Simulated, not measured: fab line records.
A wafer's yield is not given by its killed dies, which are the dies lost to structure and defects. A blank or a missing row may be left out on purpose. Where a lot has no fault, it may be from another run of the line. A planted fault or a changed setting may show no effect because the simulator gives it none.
fab line records	flow nandHarc
record: lots: 24	wafers: 72	lastDay: 26
route steps=1159 shown A_CONTACT@871
lots untouched by any fault: they come from a run of this same line in which no faults occurred
startH: the number of hours between the record's first day and the start of the first shown wafer of the lot	waitH: time in hours since the lot's previous step	" repeats the value in the row above	L1.1+2: a single row standing in for several wafers	- either no value or no given start	* or withheld: withheld	< > ~ a bound
route shown NAME@n: a module of which the file shows steps, and the number in the route of the first	usual: average and standard deviation across the fault-free wafers	same: alike in all rows	chamber/n: place in a boat	sites: the reading at each site	_std_site: the values' standard deviation	_edge_site: the outer-site mean with the inner-site mean subtracted	radiusMm: for every site, how far away it sits from the centre of the wafer	mask NAME#n: copy n	behind: the tool/chamber that last shaped the wafer	hold: why the lot was held/for how many hours/how that ended	device: the n, p or np transistor that did not switch	end of line: tests of these same wafers at the route's end	a step without rows: its recipe alone	killed: count of dies lost to structure and defects at first sort (not the wafer's yield)	map: dies across one wafer; x = killed, . = not, _ = none there
set.NAME: the run value of the setting; set.NAME@STEP: its run value at that earlier step	model.NAME: the simulator's own value behind a step, which no gauge read
one table for each step of the route and one row for each wafer, over a sample of lots
services: when a tool's chamber went out of use (startH, in hours from the record's first day, below 0 if earlier), for how many hours, and the reason
== steps ==
step: NHARC_A_CONTACT_ETCH_120
recipe: sourceW: withheld	pressureMtorr: 20	biasV: 3000	timeS: 94	targetDepthA: 9220	arFlowSccm: withheld	c4f8FlowSccm: withheld	o2FlowSccm: withheld	chemistry: C4F8/O2/Ar
lot.wafer	tool	chamber	startH	waitH	rfHoursCounterH
L074.4	harCapEtch-01	1	388.12	0.1	-
L074.3	"	0	"	"	-
L074.5	"	1	"	"	-
L075.1	harCapEtch-02	1	395.09	0.1	9
L075.3	"	1	"	"	-
L075.6	"	0	"	"	-
L076.2	harCapEtch-03	1	396.13	0.1	82
L076.1	"	0	"	"	82
L076.5	"	1	"	"	-
L078.2	harCapEtch-03	0	413.00	0.1	87
L078.6	"	0	"	"	-
L078.5	"	1	"	"	-
L077.1	harCapEtch-02	0	421.96	0.1	15
L077.3	"	1	"	"	-
L077.5	"	0	"	"	-
L079.2	harCapEtch-03	0	428.64	0.1	88
L079.1	"	1	"	"	88
L079.6	"	1	"	"	-
L080.1	harCapEtch-01	1	431.18	0.1	60
L080.4	"	0	"	"	-
L080.5	"	1	"	"	-
L081.2	harCapEtch-02	0	434.84	0.1	18
L081.3	"	0	"	"	-
L081.4	"	1	"	"	-
L083.2	harCapEtch-03	0	437.53	0.1	90
L083.4	"	1	"	"	-
L083.5	"	1	"	"	-
L082.2	harCapEtch-02	0	438.13	0.1	19
L082.3	"	0	"	"	-
L082.6	"	0	"	"	-
L084.2	harCapEtch-01	1	468.63	0.1	66
L084.4	"	0	"	"	-
L084.6	"	1	"	"	-
L085.3	harCapEtch-03	0	473.74	0.1	-
L085.4	"	1	"	"	-
L085.5	"	0	"	"	-
L088.1	harCapEtch-02	0	474.23	0.1	23
L088.3	"	1	"	"	-
L088.6	"	1	"	"	-
L091.2	harCapEtch-03	1	479.16	0.1	96
L091.4	"	0	"	"	-
L091.3	"	1	"	"	-
L087.2	harCapEtch-01	0	492.12	0.1	70
L087.3	"	1	"	"	-
L087.5	"	1	"	"	-
L089.2	harCapEtch-01	0	497.85	0.1	71
L089.3	"	0	"	"	-
L089.4	"	1	"	"	-
L092.2	harCapEtch-03	0	502.92	0.1	99
L092.4	"	1	"	"	-
L092.5	"	0	"	"	-
L090.1	harCapEtch-02	1	507.83	0.1	29
L090.2	"	0	"	"	29
L090.5	"	0	"	"	-
L095.1	harCapEtch-01	1	510.67	0.1	74
L095.4	"	0	"	"	-
L095.5	"	1	"	"	-
L094.2	harCapEtch-02	1	512.94	0.1	30
L094.1	"	0	"	"	30
L094.3	"	1	"	"	-
L093.4	harCapEtch-01	1	513.08	0.1	-
L093.3	"	0	"	"	-
L093.6	"	0	"	"	-
L086.1	harCapEtch-03	1	515.46	0.1	102
L086.2	"	0	"	"	102
L086.6	"	0	"	"	-
L096.1	harCapEtch-01	1	525.10	0.1	79
L096.2	"	0	"	"	79
L096.4	"	1	"	"	-
L097.2	harCapEtch-02	1	527.56	0.1	35
L097.3	"	0	"	"	-
L097.5	"	1	"	"	-
step: NHARC_A_CONTACT_CD_MEAS_53
usual: cdNm: 189.4/0.63
lot.wafer	tool	chamber	startH	waitH	cdNm
L074.3	cdSem-01	-	389.77	-	189.9
L074.4	"	-	"	"	189.9
L074.5	"	-	"	"	189.4
L075.1	cdSem-02	-	396.45	-	188.9
L075.3	"	-	"	"	188.5
L075.6	"	-	"	"	187.9
L076.1	cdSem-03	-	397.22	-	189.8
L076.2	"	-	"	"	190.2
L076.5	"	-	"	"	190.5
L078.2	cdSem-01	-	414.08	-	190.4
L078.5	"	-	"	"	189.6
L078.6	"	-	"	"	190.1
L077.1	cdSem-01	-	423.06	-	189.8
L077.3	"	-	"	"	190.1
L077.5	"	-	"	"	189.9
L079.1	cdSem-02	-	429.73	-	189.9
L079.2	"	-	"	"	190.4
L079.6	"	-	"	"	190.8
L080.1	cdSem-01	-	432.48	-	188.3
L080.4	"	-	"	"	189.3
L080.5	"	-	"	"	188.6
L081.2	cdSem-02	-	436.22	-	189.3
L081.3	"	-	"	"	189.6
L081.4	"	-	"	"	189.9
L083.2	cdSem-02	-	438.61	-	189.8
L083.4	"	-	"	"	188.2
L083.5	"	-	"	"	189.5
L082.2	cdSem-03	-	439.43	-	190.8
L082.3	"	-	"	"	189.8
L082.6	"	-	"	"	190.6
L084.2	cdSem-01	-	469.91	-	189.5
L084.4	"	-	"	"	188.8
L084.6	"	-	"	"	189.2
L085.3	cdSem-02	-	474.80	-	190.5
L085.4	"	-	"	"	190.0
L085.5	"	-	"	"	189.8
L088.1	cdSem-03	-	475.30	-	189.6
L088.3	"	-	"	"	189.1
L088.6	"	-	"	"	188.8
L091.2	cdSem-03	-	480.44	-	190.2
L091.3	"	-	"	"	189.9
L091.4	"	-	"	"	189.2
L087.2	cdSem-01	-	493.23	-	188.2
L087.3	"	-	"	"	188.9
L087.5	"	-	"	"	188.6
L089.2	cdSem-03	-	498.95	-	189.4
L089.3	"	-	"	"	190.1
L089.4	"	-	"	"	189.3
L092.2	cdSem-03	-	504.02	-	188.9
L092.4	"	-	"	"	189.2
L092.5	"	-	"	"	189.8
L090.1	cdSem-03	-	509.11	-	188.7
L090.2	"	-	"	"	188.7
L090.5	"	-	"	"	189.0
L095.1	cdSem-02	-	511.74	-	188.8
L095.4	"	-	"	"	188.9
L095.5	"	-	"	"	188.5
L093.3	cdSem-01	-	514.17	-	190.2
L093.4	"	-	"	"	189.9
L093.6	"	-	"	"	190.3
L094.1	cdSem-01	-	514.39	-	189.4
L094.2	"	-	"	"	189.8
L094.3	"	-	"	"	189.9
L086.1	cdSem-01	-	516.56	-	189.1
L086.2	"	-	"	"	189.5
L086.6	"	-	"	"	190.1
L096.1	cdSem-01	-	526.26	-	188.7
L096.2	"	-	"	"	188.6
L096.4	"	-	"	"	188.4
L097.2	cdSem-01	-	529.03	-	189.5
L097.3	"	-	"	"	189.5
L097.5	"	-	"	"	189.6
step: NHARC_A_CONTACT_ETCH_77
recipe: targetDepthA: 726	timeS: 36.3	cf4FlowSccm: 100	chf3FlowSccm: 30	arFlowSccm: 0	rfW: 500	biasW: 200	chemistry: CF4/CHF3
usual: drypumpMotorCurrentA: 5.7/0.48	oesProductAu: 0.936/0.02	rfVppV: 370.4/2.7	showerheadPlenumPTorr: 1.56/0.077	throttleValvePct: 16.802/0.0089
lot.wafer	tool	chamber	startH	waitH	drypumpMotorCurrentA	oesProductAu	rfHoursCounterH	rfVppV	showerheadPlenumPTorr	throttleValvePct
L074.3	rieDiel-13	3	-	-	5.6	0.919	17	372.9	1.63	16.811
L074.4	"	1	"	"	6.1	0.912	17	372.0	1.59	16.803
L074.5	"	3	"	"	5.6	0.919	-	372.3	1.63	16.804
L075.1	rieDiel-13	3	-	-	5.6	0.936	20	373.3	1.63	16.804
L075.3	"	1	"	"	6.0	0.943	19	371.1	1.59	16.805
L075.6	"	3	"	"	5.6	0.938	-	373.3	1.63	16.804
L076.1	rieDiel-11	0	-	-	5.9	0.933	12	369.4	1.47	16.800
L076.2	"	1	"	"	6.4	0.919	12	369.6	1.53	16.799
L076.5	"	2	"	"	6.0	0.923	-	369.9	1.55	16.796
L078.2	rieDiel-08	2	-	-	4.8	0.935	39	371.0	1.64	16.796
L078.6	"	3	"	"	5.1	0.930	-	369.8	1.51	16.792
L078.5	"	0	"	"	5.7	0.926	-	374.0	1.69	16.809
L077.1	rieDiel-13	0	-	-	5.1	0.929	24	368.9	1.49	16.792
L077.3	"	1	"	"	6.0	0.922	24	370.8	1.59	16.785
L077.5	"	0	"	"	5.1	0.926	-	367.2	1.49	16.787
L079.1	rieDiel-13	3	-	-	5.6	0.925	26	373.5	1.63	16.810
L079.2	"	1	"	"	6.0	0.905	26	371.7	1.59	16.796
L079.6	"	3	"	"	5.6	0.918	-	372.4	1.63	16.794
L080.1	rieDiel-13	3	-	-	5.6	0.919	27	372.7	1.63	16.822
L080.4	"	1	"	"	6.1	0.917	28	371.1	1.59	16.804
L080.5	"	3	"	"	5.6	0.927	-	371.3	1.63	16.805
L081.2	rieDiel-13	3	-	-	5.6	0.961	28	371.6	1.63	16.814
L081.4	"	0	"	"	5.1	0.940	28	368.6	1.49	16.805
L081.3	"	2	"	"	6.2	0.977	28	367.4	1.46	16.812
L083.2	rieDiel-13	1	-	-	6.1	0.969	29	371.7	1.59	16.793
L083.4	"	3	"	"	5.6	0.953	29	371.7	1.63	16.792
L083.5	"	2	"	"	6.2	0.984	-	366.5	1.46	16.805
L082.3	rieDiel-11	0	-	-	5.9	0.964	31	366.6	1.46	16.814
L082.2	"	1	"	"	6.4	0.964	31	368.3	1.53	16.801
L082.6	"	3	"	"	4.8	0.958	-	367.8	1.48	16.803
L084.2	rieDiel-13	1	-	-	6.0	0.924	2	371.6	1.59	16.823
L084.4	"	3	"	"	5.6	0.931	2	372.2	1.63	16.800
L084.6	"	2	"	"	6.2	0.929	-	374.3	1.70	16.811
L085.3	rieDiel-11	2	-	-	6.0	0.917	41	368.9	1.54	16.803
L085.4	"	3	"	"	4.8	0.921	42	367.9	1.48	16.796
L085.5	"	2	"	"	6.0	0.913	-	369.2	1.54	16.793
L088.3	rieDiel-13	0	-	-	5.1	0.925	3	366.7	1.49	16.817
L088.1	"	1	"	"	6.1	0.912	3	370.8	1.59	16.809
L088.6	"	0	"	"	5.1	0.927	-	368.4	1.49	16.790
L091.2	rieDiel-08	3	-	-	5.1	0.970	0	367.8	1.50	16.804
L091.4	"	1	"	"	5.4	0.972	0	372.1	1.60	16.803
L091.3	"	2	"	"	4.8	0.988	0	373.3	1.63	16.785
L087.3	rieDiel-11	2	-	-	6.0	0.907	50	370.0	1.54	16.810
L087.2	"	3	"	"	4.8	0.923	52	367.5	1.48	16.796
L087.5	"	1	"	"	6.4	0.917	-	369.9	1.52	16.796
L089.3	rieDiel-13	2	-	-	6.2	0.940	6	375.7	1.70	16.806
L089.2	"	3	"	"	5.6	0.920	7	372.3	1.63	16.813
L089.4	"	0	"	"	5.1	0.937	6	368.0	1.49	16.795
L092.2	rieDiel-13	2	-	-	6.2	0.940	8	375.3	1.70	16.790
L092.4	"	3	"	"	5.6	0.918	8	371.5	1.63	16.806
L092.5	"	0	"	"	5.1	0.932	-	369.1	1.49	16.796
L090.2	rieDiel-13	1	-	-	6.1	0.930	9	371.0	1.59	16.795
L090.1	"	0	"	"	5.1	0.928	9	368.7	1.49	16.797
L090.5	"	2	"	"	6.2	0.944	-	375.9	1.70	16.801
L095.4	rieDiel-08	0	-	-	5.7	0.973	8	374.5	1.68	16.801
L095.1	"	3	"	"	5.1	0.977	9	368.5	1.50	16.815
L095.5	"	1	"	"	5.4	0.952	-	371.9	1.60	16.787
L094.2	rieDiel-11	2	-	-	6.0	0.914	56	370.8	1.54	16.801
L094.1	"	3	"	"	4.9	0.920	58	369.1	1.48	16.805
L094.3	"	0	"	"	6.0	0.933	59	366.1	1.46	16.809
L093.4	rieDiel-13	1	-	-	6.0	0.957	9	371.3	1.59	16.812
L093.3	"	2	"	"	6.2	0.959	10	375.5	1.70	16.791
L093.6	"	0	"	"	5.1	0.956	-	366.4	1.49	16.812
L086.2	rieDiel-13	0	-	-	5.1	0.934	11	366.4	1.49	16.787
L086.1	"	1	"	"	6.0	0.928	10	370.4	1.59	16.808
L086.6	"	2	"	"	6.2	0.952	-	374.1	1.70	16.811
L096.2	rieDiel-13	3	-	-	5.6	0.922	14	372.3	1.63	16.806
L096.4	"	0	"	"	5.1	0.940	13	368.8	1.49	16.812
L096.1	"	2	"	"	6.2	0.940	14	374.7	1.70	16.800
L097.3	rieDiel-13	1	-	-	6.0	0.918	14	371.5	1.58	16.813
L097.2	"	2	"	"	6.2	0.944	14	373.6	1.70	16.794
L097.5	"	0	"	"	5.1	0.922	-	365.8	1.49	16.799
step: NHARC_A_CONTACT_ETCH_130
recipe: sourceW: withheld	pressureMtorr: 20	biasV: 1200	timeS: 155	targetDepthA: 9560	arFlowSccm: withheld	c4f8FlowSccm: withheld	o2FlowSccm: withheld	chemistry: C4F8/O2/Ar
lot.wafer	tool	chamber	startH	waitH	rfHoursCounterH
L074.3	harCapEtch-01	1	397.86	0.2	-
L074.4	"	0	"	"	-
L074.5	"	0	"	"	-
L075.1	harCapEtch-03	0	403.40	0.1	84
L075.3	"	0	"	"	-
L075.6	"	0	"	"	-
L076.2	harCapEtch-02	1	404.87	0.2	12
L076.1	"	0	"	"	12
L076.5	"	0	"	"	-
L078.2	harCapEtch-01	0	421.84	0.2	59
L078.6	"	1	"	"	-
L078.5	"	0	"	"	-
L077.1	harCapEtch-02	0	430.54	0.2	16
L077.3	"	1	"	"	-
L077.5	"	0	"	"	-
L079.2	harCapEtch-01	0	436.13	0.2	61
L079.1	"	1	"	"	61
L079.6	"	0	"	"	-
L080.1	harCapEtch-01	1	439.04	0.2	63
L080.4	"	1	"	"	-
L080.5	"	1	"	"	-
L081.2	harCapEtch-03	0	441.92	0.1	92
L081.4	"	0	"	"	-
L081.3	"	1	"	"	-
L083.2	harCapEtch-01	0	446.60	0.2	64
L083.4	"	1	"	"	-
L083.5	"	0	"	"	-
L082.2	harCapEtch-02	0	447.53	0.2	21
L082.3	"	1	"	"	-
L082.6	"	0	"	"	-
L084.2	harCapEtch-01	1	475.89	0.2	67
L084.4	"	0	"	"	-
L084.6	"	0	"	"	-
L085.4	harCapEtch-02	0	482.66	0.1	-
L085.3	"	1	"	"	-
L085.5	"	0	"	"	-
L088.1	harCapEtch-01	0	484.02	0.1	68
L088.3	"	1	"	"	-
L088.6	"	1	"	"	-
L091.2	harCapEtch-02	1	491.25	0.1	25
L091.3	"	1	"	"	-
L091.4	"	0	"	"	-
L087.2	harCapEtch-02	0	499.40	0.2	27
L087.3	"	1	"	"	-
L087.5	"	0	"	"	-
L089.2	harCapEtch-01	0	507.03	0.1	72
L089.4	"	0	"	"	-
L089.3	"	1	"	"	-
L092.2	harCapEtch-03	0	512.63	0.1	101
L092.4	"	1	"	"	-
L092.5	"	0	"	"	-
L090.1	harCapEtch-01	1	516.94	0.1	76
L090.2	"	0	"	"	76
L090.5	"	0	"	"	-
L095.1	harCapEtch-02	0	517.44	0.1	32
L095.4	"	0	"	"	-
L095.5	"	1	"	"	-
L094.2	harCapEtch-01	1	519.89	0.1	77
L094.1	"	0	"	"	77
L094.3	"	1	"	"	-
L093.4	harCapEtch-02	1	520.21	0.1	-
L093.3	"	0	"	"	-
L093.6	"	0	"	"	-
L086.1	harCapEtch-03	0	522.53	0.2	104
L086.2	"	1	"	"	104
L086.6	"	1	"	"	-
L096.1	harCapEtch-02	1	534.06	0.2	36
L096.2	"	0	"	"	36
L096.4	"	0	"	"	-
L097.2	harCapEtch-03	0	535.64	0.1	108
L097.3	"	1	"	"	-
L097.5	"	0	"	"	-
step: NHARC_A_CONTACT_ETCH_132
recipe: sourceW: withheld	pressureMtorr: 20	biasV: 1200	timeS: 156	targetDepthA: 9580	arFlowSccm: withheld	c4f8FlowSccm: withheld	o2FlowSccm: withheld	chemistry: C4F8/O2/Ar
lot.wafer	tool	chamber	startH	waitH	rfHoursCounterH
L074.3	harCapEtch-01	1	398.24	0.2	-
L074.4	"	0	"	"	-
L074.5	"	0	"	"	-
L075.1	harCapEtch-03	0	403.68	0.1	85
L075.3	"	0	"	"	-
L075.6	"	0	"	"	-
L076.2	harCapEtch-02	1	405.24	0.2	13
L076.1	"	0	"	"	13
L076.5	"	0	"	"	-
L078.2	harCapEtch-01	0	422.22	0.2	59
L078.6	"	1	"	"	-
L078.5	"	0	"	"	-
L077.1	harCapEtch-02	0	430.92	0.2	16
L077.3	"	1	"	"	-
L077.5	"	0	"	"	-
L079.2	harCapEtch-01	0	436.51	0.2	61
L079.1	"	1	"	"	61
L079.6	"	0	"	"	-
L080.1	harCapEtch-01	1	439.42	0.2	63
L080.4	"	1	"	"	-
L080.5	"	1	"	"	-
L081.2	harCapEtch-03	0	442.20	0.1	92
L081.4	"	0	"	"	-
L081.3	"	1	"	"	-
L083.2	harCapEtch-01	0	446.98	0.2	64
L083.4	"	1	"	"	-
L083.5	"	0	"	"	-
L082.2	harCapEtch-02	0	447.91	0.2	21
L082.3	"	1	"	"	-
L082.6	"	0	"	"	-
L084.2	harCapEtch-01	1	476.27	0.2	67
L084.4	"	0	"	"	-
L084.6	"	0	"	"	-
L085.4	harCapEtch-02	0	482.94	0.1	-
L085.3	"	1	"	"	-
L085.5	"	0	"	"	-
L088.1	harCapEtch-01	0	484.31	0.1	69
L088.3	"	1	"	"	-
L088.6	"	1	"	"	-
L091.2	harCapEtch-02	1	491.53	0.1	26
L091.3	"	1	"	"	-
L091.4	"	0	"	"	-
L087.2	harCapEtch-02	0	499.78	0.2	28
L087.3	"	1	"	"	-
L087.5	"	0	"	"	-
L089.2	harCapEtch-01	0	507.31	0.1	73
L089.4	"	0	"	"	-
L089.3	"	1	"	"	-
L092.2	harCapEtch-03	0	512.91	0.1	101
L092.4	"	1	"	"	-
L092.5	"	0	"	"	-
L090.1	harCapEtch-01	1	517.22	0.1	76
L090.2	"	0	"	"	76
L090.5	"	0	"	"	-
L095.1	harCapEtch-02	0	517.73	0.1	32
L095.4	"	0	"	"	-
L095.5	"	1	"	"	-
L094.2	harCapEtch-01	1	520.17	0.1	78
L094.1	"	0	"	"	78
L094.3	"	1	"	"	-
L093.4	harCapEtch-02	1	520.49	0.1	-
L093.3	"	0	"	"	-
L093.6	"	0	"	"	-
L086.1	harCapEtch-03	0	522.91	0.2	105
L086.2	"	1	"	"	105
L086.6	"	1	"	"	-
L096.1	harCapEtch-02	1	534.43	0.2	37
L096.2	"	0	"	"	37
L096.4	"	0	"	"	-
L097.2	harCapEtch-03	0	535.92	0.1	108
L097.3	"	1	"	"	-
L097.5	"	0	"	"	-
step: NHARC_A_CONTACT_DESCUM_13
recipe: timeS: 3	o2FlowSccm: 200	arFlowSccm: 0	biasPowerW: 0	chemistry: O2
usual: drypumpMotorCurrentA: 5.5/0.5	oesProductAu: 1.001/0.011	rfVppV: 57.7/0.86	showerheadPlenumPTorr: 1.92/0.099	throttleValvePct: 11.313/0.0091
lot.wafer	tool	chamber	startH	waitH	drypumpMotorCurrentA	oesProductAu	rfHoursCounterH	rfVppV	showerheadPlenumPTorr	throttleValvePct
L074.4	rieDiel-08	1	403.83	0.1	5.4	1.012	30	58.3	1.96	11.296
L074.3	"	3	"	"	5.1	0.996	27	56.6	1.83	11.315
L074.5	"	1	"	"	5.4	1.005	-	59.0	1.96	11.317
L075.3	rieDiel-13	0	408.69	0.1	5.1	0.995	21	58.4	1.81	11.312
L075.1	"	2	"	"	6.2	1.000	21	57.9	1.76	11.317
L075.6	"	0	"	"	5.1	0.993	-	58.3	1.81	11.313
L076.1	rieDiel-13	1	409.83	0.1	6.0	0.989	21	58.0	1.93	11.314
L076.2	"	2	"	"	6.2	1.011	21	56.9	1.76	11.312
L076.5	"	2	"	"	6.2	1.020	-	57.4	1.76	11.322
L078.2	rieDiel-08	2	429.24	0.1	4.8	1.011	45	57.1	2.00	11.312
L078.5	"	0	"	"	5.7	0.990	-	57.1	2.06	11.305
L078.6	"	1	"	"	5.4	1.020	-	57.1	1.96	11.297
L077.3	rieDiel-11	1	435.94	0.1	6.4	0.989	26	56.3	1.86	11.304
L077.1	"	2	"	"	6.0	0.987	25	57.3	1.88	11.308
L077.5	"	3	"	"	4.8	1.005	-	57.9	1.80	11.311
L079.2	rieDiel-08	1	443.59	0.1	5.4	1.006	48	58.4	1.95	11.319
L079.1	"	3	"	"	5.1	1.005	47	56.7	1.83	11.318
L079.6	"	0	"	"	5.8	0.995	-	58.5	2.06	11.328
L080.1	rieDiel-08	2	445.03	0.1	4.8	1.010	55	58.3	2.00	11.309
L080.4	"	0	"	"	5.7	0.987	54	57.5	2.06	11.320
L080.5	"	2	"	"	4.8	1.008	-	58.6	2.00	11.316
L081.4	rieDiel-08	2	447.17	0.1	4.8	0.988	56	58.6	2.00	11.333
L081.2	"	0	"	"	5.7	0.995	55	58.1	2.06	11.302
L081.3	"	1	"	"	5.3	0.999	50	57.3	1.95	11.309
L083.2	rieDiel-13	1	452.52	0.1	6.1	0.981	30	57.5	1.93	11.306
L083.4	"	0	"	"	5.1	0.990	29	58.0	1.81	11.310
L083.5	"	1	"	"	6.1	0.987	-	57.6	1.93	11.297
L082.3	rieDiel-11	3	452.90	0.1	4.8	1.003	33	55.9	1.80	11.319
L082.2	"	1	"	"	6.4	0.994	32	57.4	1.85	11.315
L082.6	"	3	"	"	4.8	1.003	-	55.6	1.80	11.325
L084.4	rieDiel-13	2	485.27	0.1	6.2	1.022	4	59.4	2.08	11.303
L084.2	"	1	"	"	6.0	0.994	3	58.1	1.93	11.306
L084.6	"	2	"	"	6.2	1.022	-	56.1	2.07	11.311
L085.3	rieDiel-13	1	493.06	0.1	6.0	1.001	4	58.2	1.93	11.313
L085.4	"	2	"	"	6.2	1.020	5	59.2	2.07	11.330
L085.5	"	1	"	"	6.1	1.004	-	57.6	1.93	11.312
L088.1	rieDiel-08	3	493.42	0.1	5.1	1.007	1	56.6	1.82	11.311
L088.3	"	0	"	"	5.7	1.001	1	58.7	2.05	11.309
L088.6	"	3	"	"	5.1	0.999	-	56.4	1.82	11.321
L091.3	rieDiel-11	0	495.59	0.1	5.9	1.002	50	57.1	1.77	11.308
L091.2	"	2	"	"	6.0	0.974	49	55.9	1.87	11.303
L091.4	"	2	"	"	6.0	0.981	-	57.8	1.87	11.311
L087.3	rieDiel-13	2	506.20	0.1	6.2	1.014	7	58.0	2.07	11.314
L087.2	"	0	"	"	5.1	0.997	7	58.9	1.81	11.318
L087.5	"	2	"	"	6.2	1.021	-	59.0	2.07	11.314
L089.2	rieDiel-13	2	513.20	0.1	6.2	1.024	8	58.6	2.07	11.295
L089.4	"	3	"	"	5.6	1.011	8	56.3	1.98	11.320
L089.3	"	1	"	"	6.0	0.998	8	60.0	1.93	11.314
L092.2	rieDiel-11	1	516.90	0.1	6.4	0.993	57	57.1	1.85	11.331
L092.4	"	0	"	"	5.9	1.001	58	58.8	1.77	11.307
L092.5	"	2	"	"	6.0	1.000	-	58.1	1.87	11.342
L090.1	rieDiel-13	3	521.48	0.1	5.6	0.990	12	56.7	1.98	11.322
L090.2	"	1	"	"	6.0	0.986	10	58.4	1.93	11.303
L090.5	"	3	"	"	5.6	0.992	-	57.2	1.98	11.306
L095.4	rieDiel-08	2	523.07	0.1	4.8	1.002	12	58.9	1.99	11.316
L095.1	"	1	"	"	5.4	1.000	11	56.7	1.94	11.321
L095.5	"	2	"	"	4.8	1.005	-	56.9	1.99	11.319
L094.2	rieDiel-08	3	524.39	0.1	5.1	1.013	12	57.6	1.82	11.331
L094.3	"	0	"	"	5.7	1.009	11	59.0	2.05	11.293
L094.1	"	1	"	"	5.4	1.007	12	56.6	1.95	11.297
L093.3	rieDiel-08	1	525.72	0.1	5.4	0.993	12	57.1	1.94	11.310
L093.4	"	2	"	"	4.9	0.986	13	58.4	1.99	11.299
L093.6	"	0	"	"	5.7	1.006	-	59.0	2.05	11.310
L086.1	rieDiel-08	0	529.83	0.1	5.7	1.013	13	57.8	2.05	11.319
L086.2	"	2	"	"	4.9	1.006	16	57.7	1.99	11.300
L086.6	"	1	"	"	5.4	0.995	-	56.9	1.94	11.315
L096.1	rieDiel-11	3	538.80	0.1	4.8	0.991	68	57.2	1.79	11.312
L096.2	"	0	"	"	6.0	0.998	68	56.8	1.76	11.326
L096.4	"	1	"	"	6.4	0.994	66	58.4	1.84	11.314
L097.2	rieDiel-13	1	541.74	0.1	6.0	0.984	15	58.7	1.93	11.322
L097.3	"	0	"	"	5.1	1.002	15	57.6	1.80	11.290
L097.5	"	1	"	"	6.0	0.988	-	56.0	1.93	11.305
== services ==
tool	chamber	startH	hours	kind
harCapEtch-01	-	367.74	0.2	repair
rieDiel-11	-	368.08	9.0	pm
rieDiel-08	3	368.91	2.4	repair
harCapEtch-01	-	380.24	0.8	repair
rieDiel-13	0	383.06	-	clean
rieDiel-13	1	383.06	-	clean
rieDiel-13	2	383.06	-	clean
rieDiel-13	3	383.06	-	clean
rieDiel-13	0	407.58	-	clean
rieDiel-13	1	407.58	-	clean
rieDiel-13	2	407.58	-	clean
rieDiel-13	3	407.58	-	clean
rieDiel-13	0	432.13	-	clean
rieDiel-13	1	432.13	-	clean
rieDiel-13	2	432.13	-	clean
rieDiel-13	3	432.13	-	clean
rieDiel-13	-	453.08	9.0	pm
rieDiel-13	0	453.08	9.0	ventCycle
rieDiel-13	1	453.08	9.0	ventCycle
harCapEtch-01	-	461.43	0.5	repair
harCapEtch-03	-	467.09	0.3	repair
rieDiel-08	-	480.12	9.0	pm
rieDiel-11	1	492.62	4.0	repair
rieDiel-13	0	526.94	4.7	repair
== key ==
fault none
